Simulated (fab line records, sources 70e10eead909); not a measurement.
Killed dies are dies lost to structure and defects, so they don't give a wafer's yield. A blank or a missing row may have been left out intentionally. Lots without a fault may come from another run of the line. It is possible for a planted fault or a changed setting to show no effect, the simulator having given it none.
The tool behind it: which one?	flow nand-harc	17 wafers from 6 lots sampled at 5 of the route's 1159 steps

== WHAT THE GAUGES READ, wafer by wafer ==
NHARC_END_SORT_01.
lot	measured	on	killed-at-array

== EACH LOT AND THE TOOL THAT RAN IT (in order: tool; ch and the chambers of the sampled wafers; start) ==
lot	NHARC_A_CHANNEL_HOLE_D1_ETCH_38	NHARC_A_CHANNEL_HOLE_D1_ETCH_16	NHARC_A_CHANNEL_HOLE_D1_ETCH_19	NHARC_A_CHANNEL_HOLE_D1_ETCH_21
L753	rie-diel-10 ch 1,3, day 9 00:36	rie-diel-10 ch 0,2, day 9 01:06	har-etch-02 ch 0,1, day 9 01:41	har-etch-02 ch 0,1, day 9 02:07
L757	rie-diel-03 ch 0,1,2, day 9 11:29	rie-diel-03 ch 0,2,3, day 9 11:58	har-etch-02 ch 0,1, day 9 12:34	har-etch-02 ch 0,1, day 9 12:59
L760	rie-diel-10 ch 2,3, day 10 14:56	rie-diel-10 ch 0,1,2, day 10 15:30	har-etch-02 ch 0,1, day 10 16:04	har-etch-02 ch 0,1, day 10 16:32
L769	rie-diel-10 ch 0, day 12 11:05	rie-diel-10 ch 0,2, day 12 11:38	har-etch-02 ch 1, day 12 12:13	har-etch-02 ch 1, day 12 12:44
L772	rie-diel-11 ch 0,1,2, day 13 11:04	rie-diel-11 ch 1,2, day 13 11:32	har-etch-01 ch 0,1, day 13 12:08	har-etch-01 ch 0,1, day 13 12:34
L773	rie-diel-03 ch 0,3, day 14 02:43	rie-diel-03 ch 0,2, day 14 03:10	har-etch-02 ch 0,1, day 14 07:38	har-etch-02 ch 0,1, day 14 08:10
- NHARC_A_CHANNEL_HOLE_D1_ETCH_38: etches the open film in CF4, target depth 39 nm, time 65 s.
- NHARC_A_CHANNEL_HOLE_D1_ETCH_16: etches the open film in O2/COS, target depth 3100 nm, time 806 s.
- NHARC_A_CHANNEL_HOLE_D1_ETCH_19: etches the open film in C4F8/O2/Ar, time 34.5 s.
- NHARC_A_CHANNEL_HOLE_D1_ETCH_21: etches the open film in C4F8/O2/Ar, time 514.3 s, target depth 1600 nm.

== THE ANSWER, worked out from the rows above alone ==
Rule: what is usual is taken from the lots themselves. The widest of any qualifying gaps counts: lots, ordered by their means at a reading, are off when they make up no more than a third of the lots, leave a main group of 4 or more, and stand apart from it by 3 or more times the standard deviation of that group's means. A main group whose means are all the same, to the digits that the tables above print for the reading, isn't used. A lot without any number at a reading at which 4 lots or more have one is off too. The other lots that the step has rows for count as sound.
Nothing can be told from this: no lot is off at any reading shown.

== WHAT WAS PUT IN BY THE SIMULATOR ==
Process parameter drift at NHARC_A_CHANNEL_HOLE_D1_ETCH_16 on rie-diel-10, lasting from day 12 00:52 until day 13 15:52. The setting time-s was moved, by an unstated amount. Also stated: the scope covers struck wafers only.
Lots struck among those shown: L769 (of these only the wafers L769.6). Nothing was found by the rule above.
